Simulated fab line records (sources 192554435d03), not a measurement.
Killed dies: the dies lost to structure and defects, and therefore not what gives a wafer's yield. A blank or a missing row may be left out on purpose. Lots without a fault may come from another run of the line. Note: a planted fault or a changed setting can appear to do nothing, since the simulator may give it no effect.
fab line records	flow n5_finfet
[record] lots = 5	wafers = 15	last_day = 18
route steps=1938 shown BEOL_M4@1099 BEOL_M5@1112 BEOL_M7@1266 PASSIVATION@1936
lots that met no fault: taken from a fault-free run of the same line
start_h: hours from the record's opening day to when the first of the lot's shown wafers began	wait_h: hours since the lot's step before	" the same as in the row above	L1.1+2: a row that stands for several wafers	- value missing, or start not given	* or withheld: withheld	< > ~ a bound
route shown NAME@n: names a module that has steps shown in the file, with the first one's number in the route	usual: average and standard deviation across the fault-free wafers	same: alike in all rows	chamber/n: place in a boat	sites: readings site by site	_std_site: the standard deviation of these	_edge_site: the outer-site mean with the inner-site mean subtracted	radius_mm: for every site, how far away it sits from the centre of the wafer	mask NAME#n: copy n	behind: tool/chamber where the wafer was last shaped	hold: why the lot was held/for how many hours/how that ended	device: names the non-switching transistor (n, p or np)	end of line: at the end of the route, the tests of the same wafers	for a step that has no rows: nothing shown but its recipe	killed: dies that structure and defects cost at the first sort, which is not the same as the wafer's yield	map: a wafer's dies, marking killed ones x, the rest . and places with no die _
set.NAME: the setting that was run; set.NAME@STEP: the one run at that earlier step	model.NAME: the simulator's own value behind a step, which no gauge read
certain route steps with their lots: each step a table, each wafer a row
services: the hour from which a tool's chamber was out of use, counted from the record's first day as start_h (under 0 if before that day), plus the number of hours and why
[[steps]]
[step N5_BEOL_M4_ANNEAL_95]
[recipe] temp_c = 400	time_s = 240	ambient = vacuum
[step N5_BEOL_M4_SPUTTER_96]
[recipe] material = Cu	target_thk_a = 45	temp_c = -20	chamber_pressure_pa = 0.07	power_w = withheld	time_s = 8.29
[step N5_BEOL_M4_ECD_50]
[recipe] material = Cu	target_thk_a = 3000
[step N5_BEOL_M4_ANNEAL_51]
[recipe] temp_c = 225	time_s = 90	ambient = N2
[step N5_BEOL_M4_CMP_52]
[recipe] stop_on = SiOC	t_overpolish_s = 6.8	down_force_psi = 1	platen_rpm = 50	clearing_platen_down_force_psi = 1.5	clearing_platen_rpm = 50	post_cmp_clean = cu_alkaline	target_thk_nm = 40	clearing_platen_pad_velocity_m_s = 0.99484	pad_velocity_m_s = 0.99484
[step N5_BEOL_M4_PRE_CLEAN_60]
[recipe] gas = NH3/H2	time_s = 15	temp_c = *	rf_power_w = 300
[step N5_BEOL_M4_CO_CAP_55]
[recipe] material = Co	target_thk_a = 20	temp_c = 200	precursor = CCTBA/H2	pressure_torr = 30	time_s = 102.1
[step N5_BEOL_M4_PRE_CLEAN_56]
[recipe] gas = NH3	time_s = 15	temp_c = withheld	rf_power_w = 300
[step N5_BEOL_M4_DEP_57]
[recipe] material = SiCN	target_thk_a = 80	temp_c = withheld	precursor = 3MS/NH3	pressure_torr = 3	rf_w = 202	time_s = 14
[step N5_BEOL_M4_RC_MEAS_101]
[usual] DIBL_N = 36.7/2.6	DIBL_P = 36.9/2.8	IOFF_N = 0.17/0.043	IOFF_P = 0.22/0.05	ION_N = 678/15	ION_P = 465/9.2	SS_N = 71.6/0.79	SS_P = 73.5/0.82	VT_N = 250/3.9	VT_P = -250/3.7
lot.wafer	tool	chamber	start_h	wait_h	DIBL_N[mV/V]	DIBL_P[mV/V]	IOFF_N[nA/um]	IOFF_P[nA/um]	ION_N[uA/um]	ION_P[uA/um]	SS_N[mV/dec]	SS_P[mV/dec]	VT_N[mV]	VT_P[mV]
L290.1	prober-02	0	191.54	0.0	35.3	33.9	0.12	0.14	655	445	71.7	73.1	257	-258
L290.3	"	0	"	"	38.4	39.0	0.19	0.20	671	452	72.6	74.5	250	-253
L290.6	"	0	"	"	40.9	42.1	0.24	0.25	682	451	72.7	74.2	246	-252
L291.1	prober-02	0	203.06	0.0	38.1	38.2	0.19	0.25	675	466	71.3	73.5	247	-248
L291.2	"	0	"	"	37.5	36.9	0.18	0.22	689	464	71.4	73.6	247	-248
L291.3	"	0	"	"	38.5	38.1	0.19	0.26	688	478	71.6	74.0	247	-247
L295.1	prober-01	0	206.49	0.0	32.7	32.4	0.10	0.15	657	463	70.2	72.2	260	-257
L295.3	"	0	"	"	38.8	39.0	0.20	0.22	702	478	72.0	74.6	248	-251
L295.5	"	0	"	"	33.1	32.5	0.11	0.14	665	462	70.2	71.9	255	-254
L294.1	prober-02	0	213.83	0.0	36.0	35.8	0.15	0.26	680	477	71.3	73.2	250	-245
L294.3	"	0	"	"	38.1	37.9	0.18	0.29	709	493	72.8	73.0	250	-242
L294.4	"	0	"	"	36.0	35.4	0.15	0.25	698	486	71.5	72.8	246	-244
L310.2	prober-01	0	312.80	0.2	32.7	33.2	0.12	0.16	684	467	71.2	72.6	251	-254
L310.4	"	0	"	"	35.7	36.1	0.16	0.20	661	453	72.0	72.6	250	-252
L310.5	"	0	"	"	32.3	33.4	0.11	0.16	663	463	70.9	72.6	255	-255
[step N5_BEOL_M5_ILD_DEP_00]
[recipe] material = SiCOH_lowk	target_thk_a = 1406.4	temp_c = 300	precursor = DEMS/porogen	pressure_torr = 5	rf_w = 500	time_s = 25.9
[step N5_BEOL_M5_CURE_79]
[recipe] temp_c = 385	time_s = 240	ambient = He/Ar	material = SiCOH_lowk
[step N5_BEOL_M5_PECVD_70]
[recipe] material = SiO2	target_thk_a = 160	temp_c = 400	precursor = TEOS/O2	pressure_torr = 5.5	rf_w = 450	teos_flow_sccm = 53.8	gas = O2	flow_sccm = 3000	time_s = 18
[step N5_BEOL_M5_HM_DEP_02]
[recipe] material = TiN	target_thk_a = 200	temp_c = 25	chamber_pressure_pa = 0.49996
[step N5_BEOL_M5_COAT_59]
[recipe] resist = SOC	temp_c = 250	time_s = 60	spin_rpm = 1500	resist_thk_nm = 60
[step N5_BEOL_M5_COAT_60]
[recipe] resist = SiARC	temp_c = 220	time_s = 60	spin_rpm = 1500	resist_thk_nm = 12
[step N5_BEOL_M5_COAT_71]
[recipe] resist = underlayer	temp_c = 205	time_s = 60	spin_rpm = 1500	resist_thk_nm = 5
[step N5_BEOL_M5_COAT_05]
[recipe] resist = CAR-EUV	spin_rpm = 1500	resist_thk_nm = 30
[step N5_BEOL_M5_EBR_07]
[recipe] solvent = PGMEA	ebr_width_mm = 1.5
[step N5_BEOL_M5_SOFTBAKE_06]
[recipe] temp_c = 110	time_s = 60	resist = CAR-EUV
[step N5_BEOL_M5_EXPOSE_08]
[recipe] mask_id = M5	na = 0.33	source_shape = annular	sigma_inner = 0.4	sigma_outer = 0.8	polarization = unpolarized	target_cd_nm = 28	dose_mj = 35.75
[step N5_BEOL_M5_PEB_09]
[recipe] peb_temp_c = 100	peb_time_s = 60	resist = CAR-EUV
[step N5_BEOL_M5_DEVELOP_10]
[recipe] develop_time_s = 30	developer = TMAH	resist = CAR-EUV	rinse_liquid = surfactant_rinse	dry = air_spin	dev_temp_c = 23
[step N5_BEOL_M5_DESCUM_16]
[recipe] chemistry = O2	time_s = 7	source_power_w = 50	bias_power_w = 20	pressure_mtorr = 20	rf_frequency_hz = 2.712e+07	temp_c = 40	resist = CAR-EUV	o2_flow_sccm = 225
[step N5_BEOL_M5_ETCH_72]
[recipe] chemistry = N2/H2	target = underlayer	target_depth_a = 65	mask_material = CAR-EUV	time_s = 5.2	ion_energy_ev = 200	pressure_mtorr = 30	source_w = 840	bias_w = 150	n2_flow_sccm = 200	h2_flow_sccm = 200	ends = cleared
[step N5_BEOL_M5_ETCH_61]
[recipe] chemistry = CF4	target = SiARC	target_depth_a = 156	mask_material = CAR-EUV	time_s = 26	ion_energy_ev = 80	pressure_mtorr = 40	source_w = 545	bias_w = 36	Ar_flow_sccm = 100	cf4_flow_sccm = 100	ends = cleared
[step N5_BEOL_M5_ETCH_62]
[recipe] chemistry = N2/H2	target = SOC	target_depth_a = 750	overetch_a = 150	mask_material = SiARC	temp_c = 40	time_s = 112.5	ion_energy_ev = 200	pressure_mtorr = 30	source_w = 840	bias_w = 150	n2_flow_sccm = 200	h2_flow_sccm = 200
[step N5_BEOL_M5_STRIP_63]
[recipe] chemistry = N2/H2	temp_c = 40	n2_flow_sccm = 200	h2_flow_sccm = 200	rf_frequency_hz = 6e+07
[step N5_BEOL_M5_STRIP_73]
[recipe] chemistry = N2/H2	temp_c = 40	n2_flow_sccm = 200	h2_flow_sccm = 200	rf_frequency_hz = 6e+07
[step N5_BEOL_M5_STRIP_64]
[recipe] chemistry = CF4	resist = SiARC	power_w = 300	bias_power_w = 75	pressure_mtorr = 50	cf4_flow_sccm = 150	rf_frequency_hz = 6e+07
[step N5_BEOL_M5_HM_OPEN_17]
[recipe] chemistry = Cl2/BCl3	target_depth_a = 200	overetch_a = 60	target = TiN	mask_material = SOC	ion_energy_ev = 150	pressure_mtorr = 10	icp_w = 1000	bias_w = 126	Cl2_flow_sccm = 53.25	bcl3_flow_sccm = 21.75	Ar_flow_sccm = 25
[step N5_BEOL_M5_STRIP_19]
[recipe] chemistry = O2	power_w = 400	temp_c = 40	pressure_mtorr = 30	rf_frequency_hz = 6e+07	bias_power_w = 0	overash_fraction = 0.2	o2_flow_sccm = 225
[step N5_BEOL_M5_COAT_65]
[recipe] resist = SOC	temp_c = 250	time_s = 60	spin_rpm = 1500	resist_thk_nm = 60
[step N5_BEOL_M5_COAT_66]
[recipe] resist = SiARC	temp_c = 220	time_s = 60	spin_rpm = 1500	resist_thk_nm = 12
[step N5_BEOL_M7_PECVD_70]
[recipe] material = SiO2	target_thk_a = 200	temp_c = 400	precursor = TEOS/O2	pressure_torr = 5.5	rf_w = 450	teos_flow_sccm = 53.8	gas = O2	flow_sccm = 3000	time_s = 22.7
[usual] chamber_pressure_Torr = 5.499/0.011	heater_power_outer_w = 446/76	heater_power_w = 758/110	showerhead_plenum_p_Torr = 8.75/0.04	throttle_valve_pct = 23.2/1.6
lot.wafer	tool	chamber	start_h	wait_h	chamber_pressure_Torr	heater_power_outer_w	heater_power_w	showerhead_plenum_p_Torr	throttle_valve_pct
L290.1	pecvd-01	2	214.52	0.0	5.488	440	691	8.75	20.6
L290.3	"	0	"	"	5.510	515	860	8.70	25.6
L290.6	"	1	"	"	5.489	541	783	8.79	24.8
L291.1	pecvd-03	2	227.40	0.0	-	-	-	-	-
L291.2	"	0	"	"	-	-	-	-	-
L291.3	"	1	"	"	-	-	-	-	-
L295.1	pecvd-01	2	229.41	0.0	-	-	-	-	-
L295.3	"	0	"	"	-	-	-	-	-
L295.5	"	1	"	"	-	-	-	-	-
L294.1	pecvd-03	0	236.82	0.0	-	-	-	-	-
L294.3	"	2	"	"	-	-	-	-	-
L294.4	"	1	"	"	-	-	-	-	-
L310.2	pecvd-03	1	337.52	0.0	5.501	536	940	8.76	24.7
L310.4	"	0	"	"	5.483	524	890	8.67	23.4
L310.5	"	2	"	"	5.504	405	758	8.78	22.0
[step N5_PASSIVATION_PROBE_49]
[usual] defect_limited_yield = 91.0/1.4	killed_at_M0_to_M3 = 36/9.6	killed_at_M4_up = 14/6.1	killed_at_contacts = 13/6.6	killed_at_front_end = 40/11	killed_at_other = 3.2/2.9	killed_dies = 106/17	killed_on_rim = 14/3.9	killed_open = 71/12	killed_short = 33/7.3	sort_bin_5_function = 5.3/1	sort_bin_6_memory = 3.4/0.68	sort_bin_8_speed = 0.0/0.51	sort_n_pass = 1073/19
[same] gross_dies = 1180	killed_at_back_side = 0	sort_bin_4_leakage[%] = 0
lot.wafer	tool	chamber	start_h	wait_h	defect_limited_yield[%]	killed_at_M0_to_M3	killed_at_M4_up	killed_at_contacts	killed_at_front_end	killed_at_other	killed_dies	killed_on_rim	killed_open	killed_short	sort_bin_5_function[%]	sort_bin_6_memory[%]	sort_bin_8_speed[%]	sort_n_pass
L290.1	prober-01	-	299.40	0.0	92.5	34	14	7	26	8	89	11	60	27	4.8	2.6	0	1091
L290.3	prober-01	-	299.50	0.1	90.0	37	19	5	55	2	118	15	81	37	6.7	3.0	0	1062
L290.6	prober-01	-	299.65	0.3	89.7	39	10	9	61	2	121	19	79	42	5.8	3.9	0	1059
L295.1	prober-02	-	311.72	0.0	65.2	15	342	13	39	2	411	13	48	36	31.4	3.1	0	769
L295.3	prober-02	-	311.82	0.1	63.1	25	330	14	62	5	436	89	88	41	33.2	3.5	0	744
L295.5	prober-02	-	311.92	0.2	63.9	28	347	12	33	6	426	73	68	28	31.7	3.7	0	754
L291.1	prober-01	-	315.19	0.0	63.0	34	344	8	46	5	437	10	73	30	33.4	3.4	0	743
L291.2	prober-01	-	315.24	0.1	64.0	31	338	4	38	14	425	112	68	18	33.3	2.4	0.2	755
L291.3	prober-01	-	315.29	0.1	62.4	37	345	10	46	6	444	14	80	32	33.5	4.0	0	736
L294.1	prober-02	-	317.83	0.0	65.2	29	345	2	35	0	411	113	55	27	32.1	2.5	0	769
L294.3	prober-02	-	317.93	0.1	64.7	31	342	11	30	3	417	15	57	30	31.0	3.9	0	763
L294.4	prober-02	-	317.98	0.2	66.2	39	304	5	50	1	399	11	59	26	31.2	2.5	0	781
L310.2	prober-01	-	425.19	0.1	90.2	31	15	20	49	1	116	12	83	31	6.0	3.3	0	1064
L310.4	prober-01	-	425.29	0.2	90.5	43	9	16	43	1	112	17	80	27	5.1	3.8	0	1068
L310.5	prober-01	-	425.34	0.2	94.6	22	4	6	32	0	64	9	36	26	3.2	1.8	0	1116
// killed by level:class
L290.1 MOL_CONTACT_COAG:geometric_particle:open=7 BEOL_M1:geometric_particle:open=7 BEOL_M2:geometric_particle:open=6 BEOL_M4:geometric_particle:open=6 FIN_SAQP:geometric_particle:short=5 STI_FIN_REVEAL:geometric_particle:open=5 BEOL_M0_SAQP:geometric_particle:short=5 FIN_SAQP:geometric_particle:open=4
L290.3 FIN_SAQP:geometric_particle:open=16 BEOL_M4:geometric_particle:open=10 FIN_SAQP:geometric_particle:short=9 STI_FIN_REVEAL:geometric_particle:open=9 BEOL_M1:geometric_particle:open=9 BEOL_M0_SAQP:geometric_particle:short=8 DUMMY_GATE:geometric_particle:open=6 BEOL_M0_SAQP:geometric_particle:open=6
L290.6 FIN_SAQP:geometric_particle:open=17 BEOL_M0_SAQP:geometric_particle:open=15 FIN_SAQP:geometric_particle:short=14 STI_FIN_REVEAL:geometric_particle:open=10 BEOL_M0_SAQP:geometric_particle:short=10 MOL_CONTACT_COAG:geometric_particle:open=8 BEOL_M1:geometric_particle:open=8 DUMMY_GATE:geometric_particle:open=7
L295.1 BEOL_M7:area_pecvd=327 FIN_SAQP:geometric_particle:open=12 MOL_CONTACT_COAG:geometric_particle:open=8 FIN_SAQP:geometric_particle:short=6 STI_FIN_REVEAL:geometric_particle:open=6 BEOL_M0_SAQP:geometric_particle:short=6 MOL_CONTACT_COAG:geometric_particle:short=5 BEOL_M4:geometric_particle:open=5
L295.3 BEOL_M7:area_pecvd=305 FIN_SAQP:geometric_particle:open=31 BEOL_M4:geometric_particle:open=13 MOL_CONTACT_COAG:geometric_particle:open=10 FIN_SAQP:geometric_particle:short=7 BEOL_M0_SAQP:geometric_particle:open=7 BEOL_M3:geometric_particle:open=6 BEOL_M7:geometric_particle:open=5
L295.5 BEOL_M7:area_pecvd=327 MOL_CONTACT_COAG:geometric_particle:open=10 BEOL_M4:geometric_particle:open=9 BEOL_M3:geometric_particle:open=6 ILD0:geometric_particle:open=5 BEOL_M0_SAQP:geometric_particle:short=5 BEOL_M0_SAQP:geometric_particle:open=5 BEOL_M2:geometric_particle:open=5
L291.1 BEOL_M7:area_pecvd=333 BEOL_M2:geometric_particle:open=11 STI_FIN_REVEAL:geometric_particle:open=10 GATE_CUT:geometric_particle:open=7 MOL_CONTACT_COAG:geometric_particle:open=7 FIN_SAQP:geometric_particle:open=5 BEOL_M5:geometric_particle:open=5 BEOL_M3:geometric_particle:open=5
L291.2 BEOL_M7:area_pecvd=324 BEOL_M2:geometric_particle:open=12 PASSIVATION:area_etch=12 STI_FIN_REVEAL:geometric_particle:open=11 FIN_SAQP:geometric_particle:open=8 BEOL_M3:geometric_particle:open=8 BEOL_M5:geometric_particle:open=6 BEOL_M4:geometric_particle:open=6
L291.3 BEOL_M7:area_pecvd=331 BEOL_M1:geometric_particle:open=9 DUMMY_GATE:geometric_particle:open=8 MOL_CONTACT_COAG:geometric_particle:open=8 STI_FIN_REVEAL:geometric_particle:open=7 BEOL_M0_SAQP:geometric_particle:open=7 BEOL_M4:geometric_particle:open=7 FIN_SAQP:geometric_particle:open=6
L294.1 BEOL_M7:area_pecvd=329 BEOL_M4:geometric_particle:open=10 STI_FIN_REVEAL:geometric_particle:open=8 GATE_CUT:geometric_particle:short=8 BEOL_M0_SAQP:geometric_particle:open=6 GATE_CUT:geometric_particle:open=5 BEOL_M1:geometric_particle:open=5 BEOL_M2:geometric_particle:open=5
L294.3 BEOL_M7:area_pecvd=330 BEOL_M1:geometric_particle:open=11 MOL_CONTACT_COAG:geometric_particle:open=8 GATE_CUT:geometric_particle:short=7 GATE_CUT:geometric_particle:open=6 BEOL_M2:geometric_particle:open=6 STARTING-WAFER:geometric_particle:short=5 FIN_SAQP:geometric_particle:open=4
L294.4 BEOL_M7:area_pecvd=292 FIN_CUT:area_etch=21 BEOL_M2:geometric_particle:open=13 BEOL_M1:geometric_particle:open=13 GATE_CUT:geometric_particle:short=7 MOL_CONTACT_COAG:geometric_particle:open=5 DUMMY_GATE:geometric_particle:open=4 GATE_CUT:geometric_particle:open=4
L310.2 MOL_CONTACT_COAG:geometric_particle:open=16 FIN_SAQP:geometric_particle:open=13 STI_FIN_REVEAL:geometric_particle:open=12 BEOL_M1:geometric_particle:open=10 BEOL_M4:geometric_particle:open=7 FIN_SAQP:geometric_particle:short=6 BEOL_M2:geometric_particle:open=6 ILD0:geometric_particle:short=4
L310.4 STI_FIN_REVEAL:geometric_particle:open=18 BEOL_M2:geometric_particle:open=13 MOL_CONTACT_COAG:geometric_particle:open=12 BEOL_M0_SAQP:geometric_particle:short=11 FIN_SAQP:geometric_particle:open=8 BEOL_M0_SAQP:geometric_particle:open=6 BEOL_M3:geometric_particle:open=5 FIN_SAQP:geometric_particle:short=4
L310.5 FIN_SAQP:geometric_particle:short=8 MOL_CONTACT_COAG:geometric_particle:open=6 DUMMY_GATE:geometric_particle:open=5 FIN_SAQP:geometric_particle:open=4 BEOL_M0_SAQP:geometric_particle:short=4 BEOL_M0_SAQP:geometric_particle:open=4 BEOL_M2:geometric_particle:open=4 BEOL_M2:geometric_particle:short=3
// map L291.3 (x killed, . not)
_________________............________________
______________x................._____________
___________.......x....x...x...x...__________
__________.......x......x...x......._________
________...............xxx..x...x..x.._______
_______..x.......x....x....x...x.x...xx______
______.........x.xx..xx.x.x..x.x....x..._____
_____......x....xxx..xxxx.x...x..........____
____.........xx.xxx.x....x.xxx.x.x.....x..___
___........xx.xxxx.x.x....xxxxx.......x....__
___x..........x.x.x.xxxxxxxxx...x.x...x.x..__
__..x..x.xx.xx...x.xx.xxxxxxx.x..x........x._
__......x.....xxxxxxxxxx.xx.x.xx.x.........x_
_....x..x.x..x.xxxxxxxxxxxx..xxx.xxxx...x....
_x..xx....x.xx...xxx.xxxxxx.x..x.xx...xxx....
_.x...x..x.xxxxxx.xxxx.xx..xx.x.x.xxxx.......
_......x.x.xx..x.xx.xxxxxxxx.xxxx.xxxxx......
_....x.xxxx...x.xxxxxxx..xxxxxxxx.xx......x.x
_.x.x...x.xx.xxxx.xxxxx.xxxxx.xx.x.....x.....
_...xx...x.xxxxx.xxxxxxxxx..xxxxx..xxx....x..
_.......xxxxx.xx.xxxxxxxx.xxxxx..x.......x...
__.xx.xx....x.xxx..xxxxxxxxxx.xxxx.xx.xx...._
__.....x.x.x.xx..xxxxxx.x..xx.x...xx........_
___...........xxxx..xxx..x.xx.xxx...x......__
___..x..xx.xxx.xxx.x.xxx.x..x..x...x.......__
____x...x...x.xxxxx...xx.xxx.......x...x..___
_____...x....x...xx.x.x.x...xx...........____
______......xx.x...xx..x..xxx..x..x....._____
_______.......x..x...x.xx.x...x........______
________.............x.x......x.xxx.x._______
__________.........x.x..xxx...x..x.._________
___________......................x.__________
______________.................._____________
_________________......x.....________________
// map L294.3 (x killed, . not)
_________________.x..x.......________________
______________....x............._____________
___________.............x........x.__________
__________.x...x........x.x.......x._________
________......x...x..x...............x_______
_______...xx.....xxx..x..x.............______
______...x..xx..x.....xxx.x.......x....._____
_____.x.....x..xxxxxxx.xxxx...x...x......____
____.x.........xx....xxx.xxx...........x..___
___.......x...xxx..x.xxxx.xxxxxx.x.........__
___.....x.x....xxxxx.xx.x.xxxx...x...xx....__
__..........xxxxxxxxxxxxx.x..x.x.....x.x...._
__.......x..xx..xx.x.xxxxx.x...x.x.........._
_....xxx.x..x..xxxxxxxxxxx.x.xxx.xx.....x....
_.x...xx.xx.xxxxxxx.x.xxxxxx.x.x.x.x.x.......
_...x...x.xx..xx.xxxxx.xxxxxxx.xx.xxxxx...x..
_.....xx...xxxxxx..xxxxxx.xxxx.xxxx.x..x..x..
_...........xxxxxxxx.x.xx.xxxx.xx.x....x.....
_....xx...x.xxxxxxxxxxxxx.x.x..x.x..x...x....
_......x....xx.xx.xxxxxxxxxxxx.xx..x.xx......
_.......x.x..xxx.xx.xxxxxx.x.x.x.xx......x...
__x..x..x......xxxxxxx.xxxxxx..xx..x..x....._
__.......xx..x..xxxxx.xxxxx..xxxxxx...x..xx._
___.....x.....x.xxx.x.x.xxxx.xxx....x.xx.xx__
___..........xxxxxx.x..xxxxxxx.x.x.........__
____...........x...xx.....xx.xx.....xx....___
_____........x....x...x.x.....x..........____
______...xx......x.....xx..xx.x....x...._____
_______......x..x.x......xx........x...______
________.............................._______
__________...x.x...x........x......x_________
___________.........x.....x......x.__________
______________..x...x..........._____________
_________________.......x....________________
[[services]]
tool	chamber	start_h	hours	kind
pecvd-03	-	227.89	0.2	repair
pecvd-03	2	277.72	2.1	scheduled_down
pecvd-01	1	278.30	5.0	scheduled_down
pecvd-03	-	325.45	6.0	pm
[[key]]
[first_sign] step = N5_BEOL_M7_PECVD_70	reading = tool_record	direction = missing
[effect] step = N5_PASSIVATION_PROBE_49	reading = killed_at_M4_up	direction = up	sigmas = 53	usual = 14	struck = 337
[more_kills_born_at] N5_BEOL_M7_PECVD_70@pecvd-03 = 1939	N5_BEOL_M7_PECVD_70@pecvd-01 = 959
met_at N5_BEOL_M7_PECVD_70
struck_wafers L291.1,L291.2,L291.3,L294.1,L294.3,L294.4,L295.1,L295.3,L295.5
[baseline_loss] step = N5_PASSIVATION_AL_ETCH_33	wafers = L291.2
[baseline_loss] step = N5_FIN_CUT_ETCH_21	wafers = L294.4
onset_between 214.52 227.40
[fault] kind = skipped_step_whole	tool = pecvd-01,pecvd-03	chamber = -	onset_h = 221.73	steps = N5_BEOL_M7_PECVD_70	scope = struck_lots_only
// baseline_loss: these wafers lose ten dies or more at that step, a loss of the line's own and not of a fault; the sort's usual values leave them out
